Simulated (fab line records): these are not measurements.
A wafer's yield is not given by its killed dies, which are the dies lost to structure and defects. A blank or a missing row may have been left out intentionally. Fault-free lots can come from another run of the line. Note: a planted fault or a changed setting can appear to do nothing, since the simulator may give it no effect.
Matching of chambers -- flow n5_finfet -- rie_diel-02 running N5_BEOL_M3_ETCHBACK_99: 4 sister chambers
The step etches SiO2 in CHF3, target depth 5 nm, time 10.4 s. 14 wafers are shown with their chamber, then 6 later ones without.

## EACH WAFER AND ITS CHAMBER
wafer,chamber,drypump_motor_current_A (A),showerhead_plenum_p_Torr (Torr),throttle_valve_pct (%)
L566.2,0,5.3,2.12,17.25
L566.3,2,6.3,2.22,17.04
L566.6,3,5.0,2.25,17.00
L570.1,2,6.4,2.22,17.04
L572.2,1,5.7,2.14,16.94
L572.4,0,5.3,2.12,17.26
L573.1,2,6.3,2.22,17.05
L573.2,3,4.9,2.24,17.02
L579.1,2,6.3,2.21,17.09
L579.2,0,5.3,2.11,17.28
L579.6,1,5.7,2.13,16.96
L581.1,1,5.7,2.13,16.97
L581.4,3,5.0,2.24,17.04
L581.5,3,5.0,2.24,17.05

SIGNATURES (averages over the wafers above)
reading,chamber 0,chamber 1,chamber 2,chamber 3,scatter within a chamber
drypump_motor_current_A,5.300,5.700,6.325,4.975,0.0387
showerhead_plenum_p_Torr,2.1167,2.1333,2.2175,2.2425,0.00532
throttle_valve_pct,17.2633,16.9567,17.0550,17.0275,0.0203
Rule: for each reading, subtract the chamber's mean from the wafer's reading, divide by that reading's scatter and square the result; add these up over the readings and take the root, which gives the wafer's distance from the chamber. The wafer belongs to the nearest chamber; if the next one is less than 2 further off, it can't be placed. The scatter: take each reading less its chamber's mean, square it, sum over the shown wafers, divide by the number of wafers less the number of chambers, and take the root.

## WAFERS WITH NO CHAMBER GIVEN
wafer,drypump_motor_current_A (A),showerhead_plenum_p_Torr (Torr),throttle_valve_pct (%)
L584.1,5.3,2.11,17.30
L584.3,5.7,2.13,16.99
L584.6,5.7,2.13,17.00
L582.2,6.4,2.21,17.11
L582.3,5.0,2.24,17.06
L582.6,6.4,2.21,17.11

## CHAMBER TAKEN BY EACH
wafer,from the rows above,in truth
L584.1,0,0
L584.3,1,1
L584.6,1,1
L582.2,2,2
L582.3,3,3
L582.6,2,2
Placed correctly: 6 of 6. Number that these rows cannot place: 0. Number placed wrongly: 0.
